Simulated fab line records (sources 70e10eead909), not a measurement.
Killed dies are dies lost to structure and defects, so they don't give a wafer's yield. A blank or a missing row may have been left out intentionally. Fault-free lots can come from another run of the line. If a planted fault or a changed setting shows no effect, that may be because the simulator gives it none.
Which tool is to blame? ; flow nandHarc ; 33 wafers from 11 lots sampled at 6 of the route's 1302 steps

== WHAT THE GAUGES READ, wafer by wafer ==
NHARC_A_ONON_D1_THK_MEAS_08: measures by ellipsometry.
lot;measured;on;thkNm (nm)
L775;day 8 21:02;filmMetro-02;1001 998 999
L781;day 11 04:35;filmMetro-01;1001 1002 707
L784;day 12 08:14;filmMetro-02;713 1008 711
L787;day 14 01:04;filmMetro-01;1002 1001 1002
L790;day 15 00:05;filmMetro-01;988 989 988
L791;day 15 10:02;filmMetro-01;1017 1013 1017
L793;day 16 04:29;filmMetro-01;1007 1006 1004
L792;day 16 04:28;filmMetro-01;1023 1023 1022
L794;day 16 22:23;filmMetro-01;1006 1008 1007
L795;day 17 06:26;filmMetro-01;1012 1012 1010
L796;day 17 17:39;filmMetro-01;995 994 996

NHARC_END_SORT_01.
lot;measured;on;killedAtArray;killedAtOther;killedAtPeriphery;killedDies;killedOpen;killedShort
L781;day 27 16:39;prober-01;52 54 674;0 0 0;3 3 3;55 57 677;3 4 3;4 4 2
L784;day 28 10:52;prober-02;671 42 673;2 0 0;4 5 4;677 47 677;3 1 0;1 4 3

== TOOL THAT RAN EACH LOT (tool first, then ch and the chambers of the sampled wafers, then the start) ==
lot;NHARC_P_BONDPAD_ETCH_24;NHARC_P_BONDPAD_ACTIVATE_29;NHARC_A_ZERO_WELL_ETCH_19;NHARC_A_ONON_D1_DEP_06
L775;rieDiel-10 ch 1,3, day 7 21:19 or earlier;rieDiel-10 ch 0,1,2, day 7 21:19;rieDiel-04 ch 0,1,2, day 7 22:40;pecvdOnon-04 ch 0, day 8 20:35
L781;rieDiel-05 ch 1,2,3, day 9 23:52 or earlier;rieDiel-12 ch 0,3, day 9 23:52;rieDiel-09 ch 0,1, day 10 01:20;pecvdOnon-04 ch 0, day 11 04:15
L784;rieDiel-12 ch 0,2,3, day 11 06:33 or earlier;rieDiel-12 ch 2,3, day 11 06:33;rieDiel-09 ch 2,3, day 11 07:55;pecvdOnon-04 ch 0, day 12 07:43
L787;rieDiel-10 ch 1,2,3, day 12 23:27 or earlier;rieDiel-10 ch 0,1,3, day 12 23:27;rieDiel-04 ch 0,1,2, day 13 00:57;pecvdOnon-01 ch 0, day 14 00:33
L790;rieDiel-12 ch 0,2, day 13 21:27;rieDiel-05 ch 1,2,3, day 13 23:33;rieDiel-04 ch 0,1,2, day 14 01:03;pecvdOnon-04 ch 0, day 14 23:35
L791;rieDiel-05 ch 1,2,3, day 14 09:10 or earlier;rieDiel-10 ch 0,3, day 14 09:10;rieDiel-02 ch 0,1,2, day 14 10:32;pecvdOnon-02 ch 0, day 15 09:32
L793;rieDiel-12 ch 0,3, day 15 01:49 or earlier;rieDiel-12 ch 1,2,3, day 15 01:49;rieDiel-09 ch 1,2,3, day 15 03:10;pecvdOnon-02 ch 0, day 16 04:05
L792;rieDiel-12 ch 1,2, day 15 02:41 or earlier;rieDiel-10 ch 0,1,2, day 15 02:41;rieDiel-09 ch 2,3, day 15 04:02;pecvdOnon-04 ch 0, day 16 04:01
L794;rieDiel-10 ch 1,2, day 15 21:59 or earlier;rieDiel-05 ch 0,1,2, day 15 21:59;rieDiel-02 ch 1,3, day 15 23:29;pecvdOnon-02 ch 0, day 16 21:56
L795;rieDiel-05 ch 0,1,2, day 16 04:33 or earlier;rieDiel-10 ch 2,3, day 16 04:33;rieDiel-09 ch 0,2,3, day 16 05:55;pecvdOnon-04 ch 0, day 17 05:55
L796;rieDiel-12 ch 0,1, day 16 16:52 or earlier;rieDiel-12 ch 2,3, day 16 16:52;rieDiel-04 ch 1,2,3, day 16 18:22;pecvdOnon-02 ch 0, day 17 17:08
- NHARC_P_BONDPAD_ETCH_24: etches the open film in CF4/N2, target depth 30 nm, time 72.99 s.
- NHARC_P_BONDPAD_ACTIVATE_29: chemistry N2, time 60 s.
- NHARC_A_ZERO_WELL_ETCH_19: etches the open film in N2/H2, target depth 80 nm, overetch 24 nm, time 87.88 s.
- NHARC_A_ONON_D1_DEP_06: target thk 1000 nm.

== WHAT THE TOOLS THEMSELVES READ (means of the sampled wafers that have a number; where no wafer has one, the mark that the record gives instead) ==
NHARC_P_BONDPAD_ETCH_24.
lot;tool;drypumpMotorCurrentA (A);oesProductAu (a.u.);rfVppV (V);showerheadPlenumPTorr (Torr);throttleValvePct (%)
L775;rieDiel-10;5.7;1.002;313.6;2.60;19.797
L781;rieDiel-05;5.5;0.997;314.0;2.63;19.796
L784;rieDiel-12;5.8;1.001;313.6;2.60;19.790
L787;rieDiel-10;5.6;0.996;313.7;2.62;19.785
L790;rieDiel-12;5.4;0.994;313.7;2.58;19.794
L791;rieDiel-05;5.5;0.990;315.2;2.62;19.798
L793;rieDiel-12;5.7;0.999;313.9;2.64;19.799
L792;rieDiel-12;5.7;0.981;313.9;2.59;19.802
L794;rieDiel-10;5.2;0.999;315.6;2.70;19.789
L795;rieDiel-05;5.8;0.993;313.7;2.55;19.791
L796;rieDiel-12;5.7;1.010;315.0;2.69;19.788

NHARC_P_BONDPAD_ACTIVATE_29.
lot;tool;drypumpMotorCurrentA (A);oesProductAu (a.u.);rfVppV (V);showerheadPlenumPTorr (Torr)
L775;rieDiel-10;5.6;1.004;64.5;1.84
L781;rieDiel-12;5.7;0.999;64.0;1.78
L784;rieDiel-12;6.3;1.005;63.9;1.72
L787;rieDiel-10;5.8;1.000;64.7;1.82
L790;rieDiel-05;5.5;0.996;64.3;1.76
L791;rieDiel-10;6.1;1.006;64.4;1.83
L793;rieDiel-12;6.1;0.992;63.6;1.75
L792;rieDiel-10;5.6;1.020;64.6;1.83
L794;rieDiel-05;5.7;0.995;63.9;1.71
L795;rieDiel-10;5.8;1.000;64.2;1.72
L796;rieDiel-12;5.9;0.997;63.6;1.71

NHARC_A_ZERO_WELL_ETCH_19.
lot;tool;drypumpMotorCurrentA (A);oesProductAu (a.u.);rfVppV (V);showerheadPlenumPTorr (Torr);throttleValvePct (%)
L775;rieDiel-04;5.8;0.999;433.2;2.14;14.168
L781;rieDiel-09;5.3;0.997;429.7;1.97;14.169
L784;rieDiel-09;5.7;0.997;432.2;2.09;14.178
L787;rieDiel-04;5.8;1.004;432.5;2.14;14.170
L790;rieDiel-04;5.8;1.003;432.8;2.14;14.178
L791;rieDiel-02;5.9;1.002;431.2;2.06;14.170
L793;rieDiel-09;5.5;0.995;431.0;2.05;14.173
L792;rieDiel-09;5.7;0.999;431.9;2.08;14.181
L794;rieDiel-02;5.6;0.997;431.2;2.03;14.163
L795;rieDiel-09;5.5;0.996;428.5;1.99;14.166
L796;rieDiel-04;5.5;0.992;433.2;2.14;14.178

NHARC_A_ONON_D1_DEP_06.
lot;tool;sih4FlowSccm (sccm)
L775;pecvdOnon-04;209.7
L781;pecvdOnon-04;210.1
L784;pecvdOnon-04;209.6
L787;pecvdOnon-01;209.6
L790;pecvdOnon-04;209.7
L791;pecvdOnon-02;209.6
L793;pecvdOnon-02;211.0
L792;pecvdOnon-04;209.6
L794;pecvdOnon-02;210.3
L795;pecvdOnon-04;210.5
L796;pecvdOnon-02;210.2

== THE ANSWER, worked out from the rows above alone ==
Rule: usual is defined by the lots themselves. Put in order of their means at a reading, lots are off if they are a third of the lots or fewer, leave a main group of 4 or more, and stand apart from it by a gap of 3 or more times the standard deviation of the main group's means; of several such gaps the widest counts. A main group is skipped when, at the precision printed for the reading in the tables above, its means are all equal. A lot without any number at a reading at which 4 lots or more have one is off too. The other lots that the step has rows for count as sound. First the gauges in route order, then the tools' own readings, where a lot's mean is used as printed above. At the first step where some lot is off, the reading lying furthest off is the one used; lots without a number count as furthest.
Off, at NHARC_A_ONON_D1_THK_MEAS_08 on thkNm: L781, L784. The main group has a mean of 1005 nm with a standard deviation of 10.
A tool fits if, at a process step before that reading, it ran every lot that is off, and no sound lot after the first of them. The gauges at NHARC_A_ONON_D1_THK_MEAS_08 are tried like those tools. Because NHARC_P_BONDPAD_ETCH_24 lacks a start for some lots, the hours and order of its lots are taken from NHARC_P_BONDPAD_ACTIVATE_29. None of those tried fits.

== WHAT THE SIMULATOR HAD PUT IN ==
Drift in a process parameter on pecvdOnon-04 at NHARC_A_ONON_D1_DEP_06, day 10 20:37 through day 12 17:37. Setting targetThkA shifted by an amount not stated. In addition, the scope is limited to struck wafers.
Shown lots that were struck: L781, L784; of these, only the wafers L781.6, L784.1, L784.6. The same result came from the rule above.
